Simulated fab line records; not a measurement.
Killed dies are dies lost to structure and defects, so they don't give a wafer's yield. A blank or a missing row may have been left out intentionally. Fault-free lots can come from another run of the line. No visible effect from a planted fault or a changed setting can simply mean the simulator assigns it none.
Chamber matching || flow nand-harc || rie-diel-13 running NHARC_A_CONTACT_ETCH_90: 4 sister chambers
The step etches the open film in CH3F/O2, target depth 40 nm, time 85.7 s. 8 wafers are shown with their chamber, then 12 later ones without.

WAFERS, EACH WITH ITS CHAMBER
{"wafer": "L079.5", "chamber": 2, "showerhead-plenum-p-Torr (Torr)": 2.33, "drypump-motor-current-A (A)": 5.9}
{"wafer": "L084.4", "chamber": 3, "showerhead-plenum-p-Torr (Torr)": 2.33, "drypump-motor-current-A (A)": 5.1}
{"wafer": "L086.5", "chamber": 0, "showerhead-plenum-p-Torr (Torr)": 2.60, "drypump-motor-current-A (A)": 6.5}
{"wafer": "L087.3", "chamber": 0, "showerhead-plenum-p-Torr (Torr)": 2.60, "drypump-motor-current-A (A)": 6.5}
{"wafer": "L087.4", "chamber": 2, "showerhead-plenum-p-Torr (Torr)": 2.32, "drypump-motor-current-A (A)": 5.9}
{"wafer": "L091.3", "chamber": 1, "showerhead-plenum-p-Torr (Torr)": 2.29, "drypump-motor-current-A (A)": 5.2}
{"wafer": "L091.4", "chamber": 1, "showerhead-plenum-p-Torr (Torr)": 2.29, "drypump-motor-current-A (A)": 5.1}
{"wafer": "L091.5", "chamber": 3, "showerhead-plenum-p-Torr (Torr)": 2.32, "drypump-motor-current-A (A)": 5.2}

WAFERS MISSING THEIR CHAMBER
{"wafer": "L092.3", "showerhead-plenum-p-Torr (Torr)": 2.33, "drypump-motor-current-A (A)": 5.2}
{"wafer": "L092.4", "showerhead-plenum-p-Torr (Torr)": 2.60, "drypump-motor-current-A (A)": 6.5}
{"wafer": "L092.5", "showerhead-plenum-p-Torr (Torr)": 2.29, "drypump-motor-current-A (A)": 5.2}
{"wafer": "L094.1", "showerhead-plenum-p-Torr (Torr)": 2.32, "drypump-motor-current-A (A)": 5.9}
{"wafer": "L094.3", "showerhead-plenum-p-Torr (Torr)": 2.29, "drypump-motor-current-A (A)": 5.2}
{"wafer": "L094.6", "showerhead-plenum-p-Torr (Torr)": 2.32, "drypump-motor-current-A (A)": 5.2}
{"wafer": "L097.1", "showerhead-plenum-p-Torr (Torr)": 2.29, "drypump-motor-current-A (A)": 5.1}
{"wafer": "L097.3", "showerhead-plenum-p-Torr (Torr)": 2.32, "drypump-motor-current-A (A)": 5.9}
{"wafer": "L097.5", "showerhead-plenum-p-Torr (Torr)": 2.29, "drypump-motor-current-A (A)": 5.1}
{"wafer": "L096.2", "showerhead-plenum-p-Torr (Torr)": 2.32, "drypump-motor-current-A (A)": 5.9}
{"wafer": "L096.4", "showerhead-plenum-p-Torr (Torr)": 2.32, "drypump-motor-current-A (A)": 5.2}
{"wafer": "L096.5", "showerhead-plenum-p-Torr (Torr)": 2.59, "drypump-motor-current-A (A)": 6.5}

WHICH CHAMBER EACH WENT THROUGH
{"wafer": "L092.3", "from the rows above": 3, "in truth": 3}
{"wafer": "L092.4", "from the rows above": 0, "in truth": 0}
{"wafer": "L092.5", "from the rows above": 1, "in truth": 1}
{"wafer": "L094.1", "from the rows above": 2, "in truth": 2}
{"wafer": "L094.3", "from the rows above": 1, "in truth": 1}
{"wafer": "L094.6", "from the rows above": 3, "in truth": 3}
{"wafer": "L097.1", "from the rows above": 1, "in truth": 1}
{"wafer": "L097.3", "from the rows above": 2, "in truth": 2}
{"wafer": "L097.5", "from the rows above": 1, "in truth": 1}
{"wafer": "L096.2", "from the rows above": 2, "in truth": 2}
{"wafer": "L096.4", "from the rows above": 3, "in truth": 3}
{"wafer": "L096.5", "from the rows above": 0, "in truth": 0}
Placed correctly: 12 of 12. Can't be placed from these rows: 0. 0 placed wrongly.
How it was worked out, from the rows above alone: a wafer's distance from a chamber is the root of the sum, over the readings, of the square of ((its reading less the chamber's mean) divided by the reading's scatter). If the next closest chamber is less than 2 further off than the closest, the wafer can't be placed; otherwise it belongs to the closest. A chamber's mean is the mean of its shown wafers. The scatter: take each reading less its chamber's mean, square it, sum over the shown wafers, divide by the number of wafers less the number of chambers, and take the root.
